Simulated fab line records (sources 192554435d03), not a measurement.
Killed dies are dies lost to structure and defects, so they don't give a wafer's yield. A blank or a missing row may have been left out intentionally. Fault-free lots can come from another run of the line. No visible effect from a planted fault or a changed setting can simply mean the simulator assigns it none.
Which tool was responsible? | flow n5 finfet | Sampling: 12 lots, 36 wafers, 2 of 1938 route steps

== WHAT THE GAUGES READ, wafer by wafer ==
N5_BEOL_M14_THK_MEAS_50: measures by xrf.
lot  | measured     | on            | M14_THK (nm)
L076 | day 11 14:23 | film metro-02 | 566 582 582
L077 | day 12 10:49 | film metro-01 | 584 589 579
L079 | day 13 06:49 | film metro-01 | 597 560 576
L083 | day 13 20:54 | film metro-01 | 577 579 577
L082 | day 14 07:02 | film metro-01 | 591 567 565
L085 | day 14 22:28 | film metro-02 | 565 568 578
L089 | day 15 05:46 | film metro-02 | 568 565 576
L088 | day 15 12:04 | film metro-01 | 588 577 573
L092 | day 16 01:51 | film metro-01 | 572 593 557
L091 | day 16 07:56 | film metro-01 | 584 588 581
L094 | day 17 05:46 | film metro-01 | 578 577 582
L096 | day 18 11:28 | film metro-02 | 594 568 584

== TOOL THAT RAN EACH LOT (tool first, then ch and the chambers of the sampled wafers, then the start) ==
lot  | N5_BEOL_M14_ANNEAL_48
L076 | rtp anneal-02 ch 0, day 11 13:50
L077 | rtp anneal-02 ch 0, day 12 10:21
L079 | rtp anneal-02 ch 0, day 13 06:16
L083 | rtp anneal-01 ch 0, day 13 20:21
L082 | rtp anneal-01 ch 0, day 14 06:29
L085 | rtp anneal-01 ch 0, day 14 21:52
L089 | rtp anneal-01 ch 0, day 15 05:16
L088 | rtp anneal-01 ch 0, day 15 11:31
L092 | rtp anneal-02 ch 0, day 16 01:18
L091 | rtp anneal-01 ch 0, day 16 07:10
L094 | rtp anneal-02 ch 0, day 17 05:10
L096 | rtp anneal-01 ch 0, day 18 10:59
- N5_BEOL_M14_ANNEAL_48: time 90 s.

== THE ANSWER, worked out from the rows above alone ==
Rule: what is usual is taken from the lots themselves. Put in order of their means at a reading, lots are off if they are a third of the lots or fewer, leave a main group of 4 or more, and stand apart from it by a gap of 3 or more times the standard deviation of the main group's means; of several such gaps the widest counts. The tables above print the reading to a certain number of digits; a main group whose means all agree to those digits is not used. Also off: a lot with no number at a reading for which 4 or more lots have one. The other lots that the step has rows for count as sound.
None of the lots is off at any reading shown; this tells nothing.

== WHAT THE SIMULATOR HAD PUT IN ==
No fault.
